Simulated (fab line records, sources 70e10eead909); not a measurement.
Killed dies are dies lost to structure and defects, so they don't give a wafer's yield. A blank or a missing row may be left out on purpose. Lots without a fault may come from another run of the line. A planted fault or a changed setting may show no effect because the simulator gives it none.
fab line records | flow nand_harc | part 1 of 2: steps 1 to 4 of 6
record lots=22 wafers=66 last_day=34
route steps=1302 shown P_GATE@157 P_CONTACT@235 P_M0@273 P_M1@298
lots that met no fault: from a run of the same line without faults
start_h: hours from the record's first day to the start of the lot's first wafer shown | wait_h: hours since the lot's step before | " the same as in the row above | L1.1+2: a row that stands for several wafers | - no value, or no start given | * or withheld: withheld | < > ~ a bound
route shown NAME@n: a module of which the file shows steps, and the number in the route of the first | usual: mean/standard deviation of fault-free wafers | same: alike in all rows | chamber/n: place in a boat | sites: the reading at each site | _std_site: their standard deviation | _edge_site: outer sites' mean less inner sites' | radius_mm: how far each site lies from the wafer's centre | mask NAME#n: copy n | behind: the tool/chamber that last shaped the wafer | hold: why the lot was held/for how many hours/how that ended | device: the transistor (n, p or np) that didn't switch | end of line: the same wafers' tests at the end of the route | a step without rows: its recipe alone | killed: dies lost to structure and defects at the first sort, not the wafer's yield | map: a wafer's dies, x killed, . not, _ none there
set.NAME: the setting as run; set.NAME@STEP: as run at that earlier step | model.NAME: the simulator's own value behind a step, which no gauge read
steps of the route over a sample of lots; a table a step, a row a wafer
services: from which hour (start_h, from the record's first day; less than 0 if before it) a tool's chamber was out of use, for how many hours, and why
## steps
# step NHARC_P_GATE_STRIP_101
# recipe time_s=20 o2_flow_sccm=500 ar_flow_sccm=0 bias_w=0 chemistry=O2
# usual drypump_motor_current_A=5.8/0.31 oes_product_au=0.996/0.011 rf_vpp_V=57.8/0.83 showerhead_plenum_p_Torr=3.51/0.17 throttle_valve_pct=17.037/0.011
# same bias_w=0
# columns lot.wafer tool chamber start_h wait_h drypump_motor_current_A oes_product_au rf_hours_counter_h rf_vpp_V showerhead_plenum_p_Torr throttle_valve_pct
L074.1 rie_diel-01 1 104.29 0.1 5.4 1.003 3.9 56.1 3.38 17.023
L074.3 " 3 " " 5.9 1.010 3.5 57.8 3.73 17.031
L074.6 " 1 " " 5.4 0.996 - 58.5 3.38 17.031
L075.1 rie_diel-01 2 119.11 0.1 5.8 1.002 3.8 58.1 3.77 17.064
L075.2 " 0 " " 6.0 1.005 4.6 55.8 3.34 17.040
L075.5 " 1 " " 5.4 1.005 - 57.7 3.38 17.042
L076.3 rie_diel-02 3 124.12 0.1 6.2 0.986 4.3 57.5 3.60 17.014
L076.1 " 1 " " 5.7 1.014 4.2 59.1 3.71 17.047
L076.5 " 0 " " 6.3 0.995 - 58.1 3.32 17.056
L077.3 rie_diel-07 0 138.49 0.1 5.9 0.997 0.2 58.4 3.73 17.047
L077.2 " 2 " " 5.6 0.986 0.2 57.3 3.30 17.049
L077.5 " 1 " " 5.5 0.991 - 57.3 3.52 17.051
L078.3 rie_diel-07 3 147.53 0.1 5.3 0.984 0.4 56.9 3.40 17.035
L078.2 " 2 " " 5.6 0.992 0.4 56.5 3.30 17.025
L078.5 " 2 " " 5.6 0.995 - 56.6 3.30 17.028
L079.3 rie_diel-07 2 154.77 0.1 5.6 0.994 0.7 57.9 3.30 17.027
L079.6 " 0 " " 5.9 0.996 - 58.2 3.73 17.047
L079.5 " 2 " " 5.6 1.002 - 57.9 3.30 17.045
L080.4 rie_diel-01 2 170.60 0.7 5.8 0.994 7.4 57.8 3.77 17.020
L080.1 " 3 " " 5.8 0.991 7.1 59.2 3.73 17.058
L080.6 " 2 " " 5.8 0.991 - 58.4 3.77 17.039
L081.1 rie_diel-02 2 176.01 0.1 5.9 0.993 7.4 57.7 3.44 17.034
L081.2 " 0 " " 6.3 0.986 6.8 56.9 3.32 17.050
L081.5 " 2 " " 5.9 0.995 - 58.8 3.44 17.031
L082.3 rie_diel-01 1 192.66 0.1 5.4 0.993 9.1 57.3 3.38 17.034
L082.2 " 0 " " 6.0 0.982 9.1 57.7 3.34 17.042
L082.5 " 2 " " 5.8 0.984 - 58.2 3.77 17.063
L083.2 rie_diel-02 2 201.18 0.1 5.8 0.995 8.7 56.8 3.44 17.053
L083.1 " 3 " " 6.3 0.996 8.6 58.6 3.60 17.032
L083.4 " 3 " " 6.3 0.994 - 58.0 3.60 17.034
L085.3 rie_diel-01 0 226.86 0.1 6.1 0.990 0.8 57.1 3.34 17.035
L085.4 " 2 " " 5.7 0.974 0.8 59.6 3.77 17.036
L085.5 " 3 " " 5.8 0.975 - 57.6 3.73 17.038
L086.3 rie_diel-01 3 227.06 0.1 5.8 0.986 0.9 58.9 3.73 17.015
L086.6 " 0 " " 6.0 0.988 - 56.9 3.34 17.044
L086.5 " 1 " " 5.4 0.995 - 57.4 3.38 17.045
L088.4 rie_diel-02 1 256.55 0.1 5.7 0.996 1.5 57.4 3.70 17.031
L088.5 " 2 " " 5.8 0.994 - 58.9 3.44 17.032
L088.6 " 3 " " 6.3 1.011 - 57.0 3.60 17.034
L090.3 rie_diel-01 1 266.76 0.1 5.4 0.997 2.4 57.5 3.38 17.025
L090.5 " 3 " " 5.9 0.989 - 59.3 3.72 17.026
L090.6 " 0 " " 6.0 0.980 - 57.9 3.34 17.026
L089.2 rie_diel-02 0 267.37 0.1 6.3 1.008 1.6 57.9 3.32 17.040
L089.4 " 1 " " 5.7 1.010 1.6 57.9 3.70 17.052
L089.5 " 3 " " 6.3 1.012 - 58.6 3.60 17.041
L091.1 rie_diel-02 1 274.97 0.1 5.7 1.008 1.8 58.4 3.70 17.030
L091.2 " 3 " " 6.2 1.018 0.7 58.0 3.60 17.038
L091.5 " 1 " " 5.7 1.001 - 59.0 3.70 17.045
L092.1 rie_diel-07 2 288.31 0.1 5.6 0.999 10.3 58.9 3.29 17.048
L092.3 " 0 " " 5.9 0.996 6.9 58.7 3.72 17.026
L092.4 " 1 " " 5.5 1.014 8.9 57.3 3.51 17.031
L093.1 rie_diel-02 1 299.93 0.2 5.7 1.007 2.6 58.3 3.70 17.041
L093.2 " 2 " " 5.9 1.007 3.0 57.1 3.44 17.038
L093.6 " 0 " " 6.3 1.002 - 58.2 3.32 17.036
L094.2 rie_diel-01 3 309.30 0.1 5.9 0.977 6.1 57.6 3.72 17.028
L094.4 " 0 " " 6.0 0.977 6.6 57.1 3.34 17.059
L094.3 " 1 " " 5.4 0.992 6.6 57.3 3.38 17.028
L096.4 rie_diel-02 2 330.00 0.1 5.8 1.009 4.7 56.3 3.43 17.033
L096.1 " 0 " " 6.3 1.021 4.0 57.1 3.32 17.042
L096.6 " 1 " " 5.7 0.990 - 57.3 3.70 17.035
L095.1 rie_diel-02 3 330.11 0.1 6.3 0.998 3.4 58.0 3.59 17.030
L095.2 " 1 " " 5.7 0.998 4.1 59.3 3.70 17.030
L095.5 " 3 " " 6.3 1.003 - 57.9 3.59 17.046
L097.1 rie_diel-01 0 340.94 0.1 6.0 0.982 8.1 56.4 3.34 17.025
L097.3 " 1 " " 5.4 0.988 7.9 59.5 3.38 17.036
L097.5 " 0 " " 6.1 0.977 - 56.7 3.34 17.030
# step NHARC_P_CONTACT_DESCUM_17
# recipe time_s=3 o2_flow_sccm=200 ar_flow_sccm=0 bias_power_w=0 chemistry=O2
# usual drypump_motor_current_A=5.6/0.36 oes_product_au=1.001/0.011 rf_vpp_V=57.8/0.94 showerhead_plenum_p_Torr=1.93/0.076 throttle_valve_pct=11.312/0.0087
# columns lot.wafer tool chamber start_h wait_h drypump_motor_current_A oes_product_au rf_hours_counter_h rf_vpp_V showerhead_plenum_p_Torr throttle_valve_pct
L074.1 rie_diel-12 2 113.86 0.1 5.6 1.006 0.4 55.0 1.86 11.311
L074.3 " 3 " " 5.8 0.994 0.4 57.5 1.88 11.320
L074.6 " 3 " " 5.9 0.996 - 56.9 1.88 11.295
L075.2 rie_diel-13 3 128.29 0.1 6.1 0.994 3.4 57.3 1.96 11.309
L075.1 " 1 " " 4.9 1.011 3.3 56.5 2.04 11.306
L075.5 " 3 " " 6.1 0.994 - 57.1 1.95 11.305
L076.1 rie_diel-12 3 133.24 0.1 5.9 0.988 1.0 56.8 1.88 11.301
L076.3 " 1 " " 5.7 1.014 0.8 58.2 1.79 11.310
L076.5 " 3 " " 5.8 1.010 - 57.9 1.88 11.314
L077.3 rie_diel-13 2 147.63 0.1 5.9 0.998 4.2 57.2 1.80 11.312
L077.2 " 0 " " 4.9 0.997 4.0 58.1 1.92 11.312
L077.5 " 3 " " 6.0 1.000 - 58.0 1.96 11.308
L078.3 rie_diel-06 0 156.89 0.1 5.2 1.007 0.8 59.4 2.02 11.304
L078.2 " 2 " " 5.5 1.006 1.0 58.2 1.97 11.307
L078.5 " 0 " " 5.2 1.011 - 57.7 2.02 11.327
L079.3 rie_diel-06 2 164.05 0.1 5.6 1.011 1.4 58.9 1.98 11.326
L079.5 " 3 " " 5.8 1.003 - 57.4 1.99 11.316
L079.6 " 0 " " 5.2 1.009 - 57.3 2.02 11.307
L080.4 rie_diel-13 1 180.64 0.1 4.9 1.009 0.2 58.8 2.04 11.313
L080.1 " 3 " " 6.0 1.004 0.1 58.6 1.95 11.318
L080.6 " 1 " " 4.9 1.015 - 56.7 2.03 11.310
L081.1 rie_diel-12 2 185.10 0.1 5.6 1.002 2.1 58.1 1.85 11.317
L081.2 " 3 " " 5.8 0.987 2.2 58.0 1.88 11.316
L081.5 " 1 " " 5.6 1.016 - 57.7 1.79 11.303
L082.3 rie_diel-06 1 201.71 0.1 5.7 1.000 3.4 57.1 1.93 11.297
L082.2 " 0 " " 5.2 1.005 3.5 58.4 2.02 11.314
L082.5 " 2 " " 5.5 1.001 - 58.1 1.97 11.303
L083.1 rie_diel-06 2 210.29 0.1 5.5 1.006 4.7 57.9 1.97 11.318
L083.2 " 1 " " 5.7 0.997 3.8 58.1 1.93 11.294
L083.4 " 3 " " 5.8 0.979 - 60.0 1.99 11.296
L085.3 rie_diel-06 3 235.97 0.1 5.8 1.004 6.1 58.1 1.99 11.303
L085.4 " 1 " " 5.7 1.024 5.1 57.3 1.93 11.316
L085.5 " 3 " " 5.8 1.004 - 58.2 1.99 11.318
L086.3 rie_diel-13 1 237.37 0.1 4.9 1.020 1.0 58.3 2.03 11.311
L086.6 " 1 " " 4.9 1.001 - 58.3 2.03 11.327
L086.5 " 2 " " 5.9 0.995 - 58.2 1.80 11.315
L088.4 rie_diel-06 2 265.94 0.1 5.5 1.007 8.1 57.3 1.97 11.305
L088.5 " 3 " " 5.8 0.987 - 57.2 1.99 11.318
L088.6 " 0 " " 5.2 1.004 - 58.1 2.02 11.311
L090.3 rie_diel-06 3 276.04 0.1 5.8 0.980 9.4 59.5 1.99 11.301
L090.5 " 0 " " 5.2 1.000 - 59.9 2.02 11.307
L090.6 " 1 " " 5.7 1.016 - 56.6 1.93 11.320
L089.2 rie_diel-13 3 276.80 0.1 6.1 0.997 2.1 55.6 1.95 11.326
L089.4 " 1 " " 4.9 1.000 1.8 57.5 2.03 11.298
L089.5 " 3 " " 6.0 0.998 - 58.1 1.95 11.302
L091.2 rie_diel-13 0 284.09 0.1 4.9 1.006 2.4 56.8 1.92 11.305
L091.1 " 1 " " 4.9 1.004 2.3 57.5 2.03 11.309
L091.5 " 0 " " 4.9 1.003 - 57.8 1.92 11.312
L092.1 rie_diel-13 1 297.20 0.1 4.9 1.009 2.9 58.1 2.03 11.304
L092.4 " 3 " " 6.1 0.978 3.0 58.0 1.95 11.311
L092.3 " 0 " " 4.9 0.993 3.0 57.5 1.92 11.300
L093.2 rie_diel-12 1 309.22 0.1 5.7 1.013 0.5 58.4 1.79 11.307
L093.1 " 0 " " 5.7 0.996 0.6 57.9 1.95 11.320
L093.6 " 2 " " 5.6 0.991 - 58.9 1.85 11.306
L094.2 rie_diel-13 1 318.72 0.1 4.9 1.021 3.7 57.2 2.03 11.316
L094.3 " 2 " " 5.9 0.999 3.8 57.9 1.80 11.326
L094.4 " 3 " " 6.0 0.996 3.9 57.8 1.95 11.309
L096.4 rie_diel-12 0 339.77 0.1 5.7 0.990 1.4 57.0 1.95 11.322
L096.1 " 3 " " 5.8 0.975 1.4 56.8 1.88 11.318
L096.6 " 0 " " 5.7 0.979 - 57.0 1.95 11.304
L095.1 rie_diel-06 3 340.05 0.1 5.8 0.997 0.3 57.3 1.99 11.316
L095.2 " 1 " " 5.7 1.001 0.2 58.0 1.93 11.297
L095.5 " 3 " " 5.8 0.981 - 59.9 1.99 11.306
L097.3 rie_diel-06 0 350.19 0.1 5.2 0.979 0.7 58.3 2.01 11.320
L097.1 " 2 " " 5.5 1.003 0.7 57.0 1.97 11.323
L097.5 " 1 " " 5.7 0.997 - 57.7 1.93 11.312
# step NHARC_P_M0_PRE_CLEAN_29
# recipe time_s=30 temp_c=280 gas=H2/He
# usual heater_power_w=403/25 susceptor_temp_C=279.99/0.18
# columns lot.wafer tool chamber start_h wait_h heater_power_w susceptor_temp_C
L074.3 pvd_sputter-03 - - - 388 280.02
L074.1 " - " " 383 279.95
L074.6 " - " " 397 280.34
L075.2 pvd_sputter-02 - - - 410 280.01
L075.1 " - " " 418 279.87
L075.5 " - " " 416 280.09
L076.1 pvd_sputter-02 - - - 415 279.86
L076.3 " - " " 456 279.77
L076.5 " - " " 422 280.15
L077.3 pvd_sputter-02 - - - 428 -
L077.2 " - " " 467 -
L077.5 " - " " 406 -
L078.2 pvd_sputter-01 - - - 382 280.31
L078.3 " - " " 378 280.09
L078.5 " - " " 413 279.93
L079.3 pvd_sputter-01 - - - 388 -
L079.6 " - " " 384 -
L079.5 " - " " 411 -
L080.4 pvd_sputter-01 - - - 414 279.94
L080.1 " - " " 386 280.01
L080.6 " - " " 390 280.17
L081.1 pvd_sputter-03 - - - 400 280.13
L081.2 " - " " 379 279.96
L081.5 " - " " 398 280.29
L082.3 pvd_sputter-03 - - - 366 -
L082.2 " - " " 391 -
L082.5 " - " " 387 -
L083.4 pvd_sputter-03 - - - 406 280.09
L083.1 " - " " 367 280.14
L083.2 " - " " 375 280.17
L085.3 pvd_sputter-01 - - - 384 280.11
L085.4 " - " " 416 279.87
L085.5 " - " " 385 279.94
L086.3 pvd_sputter-02 - - - 468 279.96
L086.5 " - " " 372 280.11
L086.6 " - " " 426 279.84
L088.4 pvd_sputter-01 - - - 377 280.21
L088.5 " - " " 384 280.04
L088.6 " - " " 386 279.78
L090.3 pvd_sputter-01 - - - 417 280.03
L090.5 " - " " 379 280.14
L090.6 " - " " 391 279.98
L089.4 pvd_sputter-03 - 282.02 - 371 280.24
L089.2 " - " " 412 279.85
L089.5 " - " " 376 279.68
L091.1 pvd_sputter-03 - - - 374 280.25
L091.2 " - " " 370 279.61
L091.5 " - " " 377 280.15
L092.3 pvd_sputter-01 - - - 427 280.22
L092.1 " - " " 387 279.84
L092.4 " - " " 419 280.03
L093.1 pvd_sputter-03 - - - 384 -
L093.2 " - " " 376 -
L093.6 " - " " 397 -
L094.3 pvd_sputter-01 - - - 414 279.88
L094.2 " - " " 433 279.93
L094.4 " - " " 371 279.83
L096.4 pvd_sputter-02 - - - 456 280.02
L096.1 " - " " 437 280.02
L096.6 " - " " 470 279.89
L095.2 pvd_sputter-01 - - - 418 -
L095.1 " - " " 378 -
L095.5 " - " " 440 -
L097.3 pvd_sputter-01 - - - 380 279.83
L097.1 " - " " 372 279.99
L097.5 " - " " 420 279.85
# step NHARC_P_M0_CMP_23
# recipe t_overpolish_s=20 target_thk_nm=117.54
# usual motor_current_A=11.3/1.1 time_to_endpoint_s=30/3
# columns lot.wafer tool chamber start_h wait_h motor_current_A time_to_endpoint_s
L074.3 cmp-02 2 120.19 - 12.1 23
L074.1 " 3 " " 11.4 29
L074.6 " 2 " " 12.7 25
L075.1 cmp-02 2 134.43 - 13.6 21
L075.2 " 1 " " 10.2 28
L075.5 " 3 " " 11.6 29
L076.1 cmp-04 0 139.63 - 13.9 32
L076.3 " 1 " " 12.6 28
L076.5 " 3 " " 10.6 32
L077.2 cmp-01 1 153.99 - 11.3 32
L077.3 " 2 " " 10.5 30
L077.5 " 3 " " 10.7 27
L078.3 cmp-04 3 163.46 - 11.1 30
L078.2 " 0 " " 12.6 34
L078.5 " 3 " " 11.2 31
L079.3 cmp-04 2 170.16 - 12.8 32
L079.5 " 0 " " 13.8 33
L079.6 " 1 " " 12.3 30
L080.1 cmp-02 3 187.02 - 10.9 32
L080.4 " 1 " " 10.4 29
L080.6 " 3 " " 11.3 30
L081.2 cmp-01 3 191.33 - 11.8 31
L081.1 " 0 " " 11.7 27
L081.5 " 1 " " 11.2 33
L082.2 cmp-02 2 207.96 - 12.7 25
L082.3 " 0 " " 10.3 35
L082.5 " 2 " " 12.9 28
L083.1 cmp-02 3 216.62 - 11.5 31
L083.4 " 0 " " 10.1 32
L083.2 " 2 " " 12.6 27
L085.4 cmp-02 2 242.64 - 12.7 25
L085.3 " 3 " " 11.2 29
L085.5 " 3 " " 11.3 30
L086.3 cmp-01 3 243.55 - 11.0 31
L086.5 " 2 " " 9.9 33
L086.6 " 3 " " 11.6 32
L088.4 cmp-01 0 272.42 - 11.9 26
L088.6 " 1 " " 10.6 34
L088.5 " 2 " " 9.6 30
L090.3 cmp-02 2 282.24 - 12.7 24
L090.5 " 0 " " 9.9 33
L090.6 " 1 " " 10.3 30
L089.4 cmp-02 0 283.11 - 10.0 36
L089.2 " 1 " " 10.3 32
L089.5 " 3 " " 10.9 29
L091.1 cmp-01 2 290.30 - 9.9 29
L091.2 " 0 " " 12.3 20
L091.5 " 2 " " 9.6 29
L092.4 cmp-01 0 303.62 - 11.9 24
L092.3 " 2 " " 10.3 32
L092.1 " 3 " " 10.5 29
L093.1 cmp-01 1 316.67 - 10.5 28
L093.2 " 3 " " 11.1 30
L093.6 " 2 " " 9.9 29
L094.2 cmp-01 2 325.02 - 9.6 29
L094.4 " 0 " " 11.8 25
L094.3 " 1 " " 11.2 30
L096.1 cmp-04 0 346.02 - 14.2 31
L096.4 " 1 " " 12.5 28
L096.6 " 1 " " 12.5 28
L095.1 cmp-02 0 346.63 - 9.7 30
L095.2 " 2 " " 11.8 28
L095.5 " 1 " " 10.4 29
L097.1 cmp-04 1 356.50 - 12.6 28
L097.3 " 3 " " 11.0 32
L097.5 " 0 " " 13.2 34
